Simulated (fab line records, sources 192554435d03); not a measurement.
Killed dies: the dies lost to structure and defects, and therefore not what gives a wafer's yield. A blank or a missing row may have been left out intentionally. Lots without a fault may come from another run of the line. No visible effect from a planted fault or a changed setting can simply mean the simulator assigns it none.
Which tool is to blame? | flow n5_finfet | Sampling: 14 lots, 42 wafers, 6 of 1938 route steps

WHAT EACH GAUGE READ, for each wafer
N5_BEOL_M0_SAQP_CD_MEAS_29: target cd 14.4 nm.
lot  | measured     | on        | cd_nm (nm)
L792 | day 6 02:16  | cd_sem-03 | 14.56 15.36 14.84
L793 | day 6 06:00  | cd_sem-01 | 15.05 14.95 14.76
L797 | day 7 05:28  | cd_sem-02 | 15.10 14.85 15.14
L798 | day 7 08:52  | cd_sem-01 | - - -
L799 | day 7 15:19  | cd_sem-02 | - - -
L804 | day 9 01:01  | cd_sem-03 | 14.46 15.14 14.73
L805 | day 9 10:26  | cd_sem-02 | 14.84 14.84 14.72
L807 | day 9 21:47  | cd_sem-03 | 14.88 14.73 15.21
L808 | day 10 01:59 | cd_sem-03 | 14.95 14.76 15.07
L809 | day 10 04:28 | cd_sem-03 | 15.36 15.16 14.77
L810 | day 10 06:51 | cd_sem-02 | 14.88 14.97 15.42
L811 | day 10 18:32 | cd_sem-03 | 14.81 14.89 14.95
L812 | day 10 22:40 | cd_sem-02 | 14.81 15.09 15.12
L813 | day 11 04:06 | cd_sem-01 | 15.19 14.96 15.21

N5_BEOL_M4_RC_MEAS_101.
lot  | measured     | on        | DIBL_N (mV/V)  | DIBL_P (mV/V)  | IOFF_N (nA/um) | IOFF_P (nA/um) | ION_N (uA/um) | ION_P (uA/um) | SS_N (mV/dec)  | SS_P (mV/dec)  | VT_N (mV)   | VT_P (mV)
L792 | day 8 11:33  | prober-02 | 33.6 36.4 35.8 | 34.1 37.0 36.4 | 0.14 0.18 0.17 | 0.21 0.25 0.24 | 673 679 676   | 467 468 467   | 71.1 72.3 71.8 | 73.2 73.4 73.1 | 248 250 249 | -248 -249 -246
L793 | day 8 07:23  | prober-01 | 37.0 35.9 36.4 | 37.9 36.4 36.4 | 0.16 0.14 0.14 | 0.23 0.22 0.21 | 674 669 675   | 464 461 471   | 71.5 71.1 71.3 | 73.7 73.5 73.1 | 249 251 251 | -251 -250 -250
L797 | day 9 10:17  | prober-01 | 37.3 36.6 37.0 | 38.4 36.7 37.8 | 0.18 0.17 0.17 | 0.24 0.22 0.24 | 680 688 676   | 466 459 465   | 72.3 71.7 72.3 | 72.8 72.8 73.0 | 247 250 249 | -251 -253 -248
L804 | day 11 10:59 | prober-02 | 38.8 36.4 38.9 | 39.3 34.7 38.0 | 0.21 0.15 0.21 | 0.25 0.17 0.22 | 672 665 676   | 458 448 453   | 71.6 71.3 72.8 | 74.9 72.5 74.5 | 245 253 248 | -249 -253 -250
L805 | day 11 13:41 | prober-01 | 35.8 39.6 36.3 | 36.1 39.5 36.7 | 0.17 0.23 0.17 | 0.27 0.32 0.27 | 673 683 690   | 471 470 478   | 71.4 71.9 71.5 | 73.0 73.3 72.8 | 247 245 247 | -244 -241 -243
L807 | day 11 18:43 | prober-02 | 38.3 37.4 39.3 | 38.1 36.6 38.4 | 0.17 0.15 0.17 | 0.20 0.19 0.20 | 681 660 661   | 455 457 450   | 72.2 72.0 73.0 | 74.4 73.6 73.8 | 250 252 251 | -254 -255 -253
L808 | day 12 00:10 | prober-02 | 37.3 35.6 35.4 | 35.4 34.2 34.3 | 0.16 0.15 0.14 | 0.22 0.22 0.21 | 675 703 677   | 466 481 469   | 71.4 71.4 71.2 | 72.8 72.5 72.8 | 247 246 249 | -246 -244 -245
L809 | day 12 06:17 | prober-02 | 37.0 38.2 37.9 | 38.3 39.1 38.9 | 0.22 0.23 0.24 | 0.22 0.23 0.23 | 705 686 683   | 462 456 458   | 72.0 72.5 72.2 | 73.2 73.7 73.6 | 243 244 240 | -251 -248 -250
L810 | day 12 03:55 | prober-01 | 37.3 36.3 37.3 | 36.6 35.8 36.4 | 0.16 0.15 0.17 | 0.23 0.22 0.23 | 678 662 667   | 472 460 464   | 71.4 71.4 71.9 | 72.5 73.4 73.5 | 254 253 249 | -245 -248 -247
L811 | day 13 00:05 | prober-02 | 33.4 35.3 34.3 | 33.1 34.8 33.9 | 0.13 0.16 0.14 | 0.17 0.19 0.18 | 682 677 672   | 465 462 459   | 71.4 71.3 71.9 | 72.7 73.6 73.2 | 251 247 250 | -254 -251 -252
L812 | day 13 03:38 | prober-02 | 40.0 38.2 37.6 | 40.9 38.7 37.9 | 0.28 0.23 0.21 | 0.27 0.24 0.22 | 717 695 687   | 475 461 459   | 72.9 73.1 71.7 | 74.6 74.5 73.4 | 241 242 245 | -250 -249 -251
L813 | day 13 10:11 | prober-02 | 36.2 37.3 37.5 | 35.1 36.3 37.0 | 0.14 0.16 0.16 | 0.17 0.18 0.20 | 662 677 673   | 447 458 458   | 71.2 72.1 71.5 | 73.8 73.9 74.2 | 253 249 247 | -251 -254 -253

TOOL THAT RAN EACH LOT (tool first, then ch and the chambers of the sampled wafers, then the start)
lot  | N5_BEOL_M0_SAQP_SPACER1_ALD_98    | N5_BEOL_M0_SAQP_MANDREL1_REMOVE_100 | N5_BEOL_M0_SAQP_STRIP_108          | N5_BEOL_M0_SAQP_SPACER2_ALD_26
L792 | ald_sin-02 ch 2,3, day 5 23:44    | rie_si-04 ch 1,2,3, day 6 00:17     | rie_diel-05 ch 1,3, day 6 01:14    | ald_sin-01 ch 0,2,3, day 6 01:32
L793 | ald_sin-01 ch 0,1,3, day 6 03:13  | rie_si-04 ch 1,2, day 6 03:59       | rie_diel-05 ch 0,1, day 6 05:02    | ald_sin-03 ch 0,1,3, day 6 05:15
L797 | ald_sin-03 ch 0,1,2, day 7 02:58  | rie_si-06 ch 0,1,3, day 7 03:32     | rie_diel-02 ch 0,2,3, day 7 04:28  | ald_sin-02 ch 0,1,3, day 7 04:43
L798 | ald_sin-01 ch 0,1,3, day 7 06:24  | rie_si-05 ch 0,1, day 7 06:59       | rie_diel-02 ch 1,3, day 7 07:55    | ald_sin-02 ch 2,3, day 7 08:07
L799 | ald_sin-03 ch 0,1,3, day 7 12:23  | rie_si-04 ch 0,2, day 7 13:02       | rie_diel-05 ch 2,3, day 7 14:02    | ald_sin-01 ch 0,2,3, day 7 14:33
L804 | ald_sin-03 ch 0,3, day 8 20:08    | rie_si-06 ch 1,2,3, day 8 20:42     | rie_diel-02 ch 1,3, day 8 21:37    | ald_sin-01 ch 0,1,2, day 9 00:16
L805 | ald_sin-02 ch 0,1,2, day 9 07:48  | rie_si-04 ch 0,2,3, day 9 08:22     | rie_diel-04 ch 0,2, day 9 09:25    | ald_sin-02 ch 1,2,3, day 9 09:38
L807 | ald_sin-03 ch 0,2,3, day 9 19:18  | rie_si-04 ch 2,3, day 9 19:52       | rie_diel-04 ch 0,1,2, day 9 20:50  | ald_sin-02 ch 0,1,2, day 9 21:02
L808 | ald_sin-02 ch 0,1,3, day 9 22:02  | rie_si-06 ch 1,2, day 9 22:36       | rie_diel-02 ch 0,1,2, day 9 23:41  | ald_sin-02 ch 0,2,3, day 10 01:11
L809 | ald_sin-02 ch 2,3, day 10 02:02   | rie_si-05 ch 0,2,3, day 10 02:36    | rie_diel-05 ch 1,2,3, day 10 03:31 | ald_sin-02 ch 0,1,3, day 10 03:43
L810 | ald_sin-02 ch 1,2, day 10 04:15   | rie_si-06 ch 0,1,2, day 10 04:51    | rie_diel-05 ch 2,3, day 10 05:44   | ald_sin-02 ch 0,1, day 10 06:06
L811 | ald_sin-01 ch 0,1,3, day 10 16:07 | rie_si-06 ch 0,1,3, day 10 16:40    | rie_diel-02 ch 0,1,2, day 10 17:35 | ald_sin-01 ch 0,1,3, day 10 17:47
L812 | ald_sin-03 ch 0,2,3, day 10 20:14 | rie_si-05 ch 0,1, day 10 20:47      | rie_diel-05 ch 0,3, day 10 21:42   | ald_sin-03 ch 0,2, day 10 21:55
L813 | ald_sin-02 ch 0,1,3, day 11 01:29 | rie_si-06 ch 1,2,3, day 11 02:06    | rie_diel-02 ch 0,2,3, day 11 03:09 | ald_sin-02 ch 0,2, day 11 03:21
- N5_BEOL_M0_SAQP_SPACER1_ALD_98: deposits SiO2, target thk 12.8 nm, pulse time 1 s, purge time 2 s.
- N5_BEOL_M0_SAQP_MANDREL1_REMOVE_100: chemistry HBr/Cl2/O2, target a-Si, stops on SiNx, bt time 10 s.
- N5_BEOL_M0_SAQP_STRIP_108: strips in N2/H2.
- N5_BEOL_M0_SAQP_SPACER2_ALD_26: deposits SiO2, target thk 15 nm, pulse time 1 s, purge time 2 s.

WHAT THE TOOLS THEMSELVES READ (means of the sampled wafers that have a number; where no wafer has one, the mark that the record gives instead)
N5_BEOL_M0_SAQP_SPACER1_ALD_98.
lot  | tool       | chamber_pressure_Torr (Torr) | heater_power_w (W) | precursor_pulse_height_rel
L792 | ald_sin-02 | 2.003                        | 491                | 0.995
L793 | ald_sin-01 | 1.996                        | 471                | 0.995
L797 | ald_sin-03 | 2.003                        | 487                | 1.014
L798 | ald_sin-01 | 1.998                        | 473                | 1.006
L799 | ald_sin-03 | 1.996                        | 479                | 0.982
L804 | ald_sin-03 | 1.995                        | 474                | 0.983
L805 | ald_sin-02 | 2.002                        | 444                | 1.007
L807 | ald_sin-03 | 2.001                        | 488                | 1.005
L808 | ald_sin-02 | 2.004                        | 486                | 1.025
L809 | ald_sin-02 | 2.002                        | 555                | 1.005
L810 | ald_sin-02 | 1.994                        | 422                | 0.987
L811 | ald_sin-01 | 1.996                        | 453                | 1.004
L812 | ald_sin-03 | 1.996                        | 493                | 0.991
L813 | ald_sin-02 | 1.998                        | 497                | 1.029

N5_BEOL_M0_SAQP_MANDREL1_REMOVE_100.
lot  | tool      | drypump_motor_current_A (A) | oes_product_au (a.u.) | throttle_valve_pct (%)
L792 | rie_si-04 | 6.1                         | 1.005                 | 36.6
L793 | rie_si-04 | 6.4                         | 0.997                 | 36.6
L797 | rie_si-06 | 5.8                         | 1.010                 | 36.6
L798 | rie_si-05 | 6.3                         | 0.991                 | 36.1
L799 | rie_si-04 | 6.5                         | 0.971                 | 36.7
L804 | rie_si-06 | 5.6                         | 1.008                 | 36.9
L805 | rie_si-04 | 6.3                         | 1.002                 | 36.8
L807 | rie_si-04 | 6.2                         | 1.010                 | 36.6
L808 | rie_si-06 | 5.7                         | 1.000                 | 36.8
L809 | rie_si-05 | 6.0                         | 1.010                 | 36.4
L810 | rie_si-06 | 5.9                         | 1.009                 | 36.5
L811 | rie_si-06 | 5.8                         | 1.006                 | 36.5
L812 | rie_si-05 | 6.3                         | 0.996                 | 36.1
L813 | rie_si-06 | 5.6                         | 1.010                 | 36.8

N5_BEOL_M0_SAQP_STRIP_108.
lot  | tool        | bias_power_w (W) | drypump_motor_current_A (A) | oes_product_au (a.u.) | rf_vpp_V (V) | showerhead_plenum_p_Torr (Torr) | throttle_valve_pct (%)
L792 | rie_diel-05 | 27.98            | 6.2                         | 0.72                  | 122.8        | 3.39                            | 18.8
L793 | rie_diel-05 | 28.04            | 6.2                         | 0.80                  | 122.5        | 3.42                            | 19.1
L797 | rie_diel-02 | 28.06            | 6.0                         | 0.73                  | 121.5        | 3.38                            | 19.1
L798 | rie_diel-02 | 27.97            | 6.0                         | 0.76                  | 122.2        | 3.27                            | 19.3
L799 | rie_diel-05 | 28.09            | 5.6                         | 0.75                  | 122.0        | 3.41                            | 18.7
L804 | rie_diel-02 | 28.00            | 5.9                         | 0.75                  | 121.6        | 3.27                            | 19.3
L805 | rie_diel-04 | 28.00            | 5.6                         | 0.72                  | 121.5        | 3.25                            | 18.8
L807 | rie_diel-04 | 27.94            | 5.5                         | 0.78                  | 121.2        | 3.32                            | 18.8
L808 | rie_diel-02 | 27.98            | 6.0                         | 0.74                  | 121.6        | 3.34                            | 19.2
L809 | rie_diel-05 | 27.97            | 5.9                         | 0.72                  | 122.5        | 3.39                            | 18.8
L810 | rie_diel-05 | 27.87            | 5.8                         | 0.75                  | 122.1        | 3.31                            | 18.5
L811 | rie_diel-02 | 28.05            | 6.0                         | 0.73                  | 122.0        | 3.34                            | 19.2
L812 | rie_diel-05 | 27.98            | 6.1                         | 0.78                  | 121.7        | 3.27                            | 18.6
L813 | rie_diel-02 | 28.07            | 6.0                         | 0.71                  | 121.9        | 3.36                            | 19.2

N5_BEOL_M0_SAQP_SPACER2_ALD_26.
lot  | tool       | chamber_pressure_Torr (Torr) | heater_power_w (W) | precursor_pulse_height_rel
L792 | ald_sin-01 | 2.002                        | 508                | 1.008
L793 | ald_sin-03 | 1.999                        | 473                | 1.017
L797 | ald_sin-02 | 1.996                        | 493                | 0.987
L798 | ald_sin-02 | -                            | -                  | -
L799 | ald_sin-01 | -                            | -                  | -
L804 | ald_sin-01 | 2.000                        | 492                | 0.981
L805 | ald_sin-02 | 2.002                        | 466                | 1.020
L807 | ald_sin-02 | 1.998                        | 440                | 0.986
L808 | ald_sin-02 | 1.996                        | 516                | 1.010
L809 | ald_sin-02 | 1.999                        | 494                | 1.004
L810 | ald_sin-02 | 2.002                        | 461                | 1.008
L811 | ald_sin-01 | 1.998                        | 463                | 1.005
L812 | ald_sin-03 | 1.996                        | 501                | 0.990
L813 | ald_sin-02 | 2.002                        | 453                | 0.980

THE ANSWER, worked out from the rows above alone
Rule: usual is defined by the lots themselves. Put in order of their means at a reading, lots are off if they are a third of the lots or fewer, leave a main group of 4 or more, and stand apart from it by a gap of 3 or more times the standard deviation of the main group's means; of several such gaps the widest counts. The tables above print the reading to a certain number of digits; a main group whose means all agree to those digits is not used. Also off: a lot with no number at a reading for which 4 or more lots have one. All remaining lots with rows at the step are treated as sound. First the gauges in route order, then the tools' own readings, where a lot's mean is used as printed above. At the first step where some lot is off, the reading lying furthest off is the one used; lots without a number count as furthest.
Off, at N5_BEOL_M0_SAQP_CD_MEAS_29 on cd_nm: L798, L799. Without a number there: L798, L799. The main group: mean 14.96 nm, standard deviation 0.11.
A tool fits if, at a process step before that reading, it ran every lot that is off, and no sound lot after the first of them. Not tried: the gauges at N5_BEOL_M0_SAQP_CD_MEAS_29; whatever is off there is also off at N5_BEOL_M0_SAQP_SPACER2_ALD_26, on other tools, and gauge error can't account for it. Of those tried, none fits.

WHAT THE SIMULATOR HAD INSERTED
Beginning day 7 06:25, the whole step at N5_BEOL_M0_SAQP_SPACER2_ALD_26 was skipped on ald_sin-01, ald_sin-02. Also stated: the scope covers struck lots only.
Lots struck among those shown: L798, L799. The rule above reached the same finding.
